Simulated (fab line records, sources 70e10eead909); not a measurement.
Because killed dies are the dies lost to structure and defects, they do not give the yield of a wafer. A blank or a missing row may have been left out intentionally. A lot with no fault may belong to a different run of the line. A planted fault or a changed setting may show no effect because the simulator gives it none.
One fault seen from 2 desks    flow nandHarc    numbers are kept per desk, each desk with only its own; the story behind them comes last

THE METROLOGY DESK
What the gauges read for every lot (on any tool): the sampled wafers with a number, averaged. A lot is out of limits, marked OUT, if its mean lies more than 4 standard deviations from the usual mean; the brackets give that distance.
Columns: A = cdNm at NHARC_A_CONTACT_CD_MEAS_42, usual 199.8 nm; B = overlayXNm at NHARC_A_CONTACT_OVL_MEAS_43, usual -0.2 nm; C = overlayYNm at NHARC_A_CONTACT_OVL_MEAS_43, usual -0.2 nm
lot   first seen here  A      B     C
L257  day 16 13:59     199.7  1.2   0.1
L258  day 17 04:46     200.6  0.4   0.3
L256  day 17 08:31     199.3  -0.3  0.4
L260  day 17 22:02     199.5  -0.0  0.0
L261  day 18 00:50     199.7  0.5   -1.5
L262  day 18 13:52     200.1  -0.9  -0.7
L263  day 18 14:02     200.2  0.7   -0.0
L265  day 18 23:44     200.1  0.9   -0.5
L270  day 20 00:00     200.3  -0.4  0.9
L268  day 20 03:53     199.5  0.1   0.3
L271  day 20 11:40     199.8  -0.6  -0.3
L276  day 21 11:42     200.0  -1.1  1.4
L277  day 21 15:07     200.0  -0.2  -1.2
Finding of this desk: none of the 13 lots has anything out of limits.

TOOL OWNER'S DESK, rieDiel-11
The tool's own readings at NHARC_A_CONTACT_ETCH_49 (etches the open film in N2/H2, target depth 260 nm, time 475.3 s): means of the sampled wafers that have a number, for each lot that ran on this tool. A lot is out of limits, marked OUT, if its mean lies more than 4 standard deviations from the usual mean; the brackets give that distance.
Columns: A = drypumpMotorCurrentA at NHARC_A_CONTACT_ETCH_49, usual 5.9 A; B = oesProductAu at NHARC_A_CONTACT_ETCH_49, usual 1.000 a.u.; C = rfVppV at NHARC_A_CONTACT_ETCH_49, usual 430 V; D = runLengthS at NHARC_A_CONTACT_ETCH_49, usual 496.6 s; E = showerheadPlenumPTorr at NHARC_A_CONTACT_ETCH_49, usual 2.04 Torr; F = throttleValvePct at NHARC_A_CONTACT_ETCH_49, usual 14.171 %
lot   first seen here  A    B      C    D                E     F
L256  day 17 09:07     6.1  1.013  431  496.8            2.09  14.168
L263  day 18 14:39     6.2  1.014  432  496.7            2.08  14.172
L265  day 19 00:16     6.1  1.010  432  496.9            2.08  14.164
L270  day 20 00:24     6.4  1.005  427  490.2 (-20) OUT  1.90  14.163
L268  day 20 04:14     5.7  1.002  430  490.0 (-21) OUT  2.00  14.176
This desk's verdict: out of limits on L268, L270, starting with L270 at day 20 00:24 (runLengthS at NHARC_A_CONTACT_ETCH_49). In limits: L256, L263, L265.

ALL TOGETHER
On L268, L270, at day 20 00:24, an alarm was possible from the tool owner's desk.
Metrology desk: nothing out of limits seen.
The metrology desk has L268, L270 on record, within its limits.
The lots listed all ran NHARC_A_CONTACT_ETCH_49 on rieDiel-11.

WHAT HAD BEEN PUT IN BY THE SIMULATOR
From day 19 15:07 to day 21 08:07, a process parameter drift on rieDiel-11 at NHARC_A_CONTACT_ETCH_49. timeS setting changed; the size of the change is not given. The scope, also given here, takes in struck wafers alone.
Shown lots that were struck: L268, L270.
How many hours passed from the start of the fault until each desk's first out-of-limits reading: the tool owner's desk, 9.
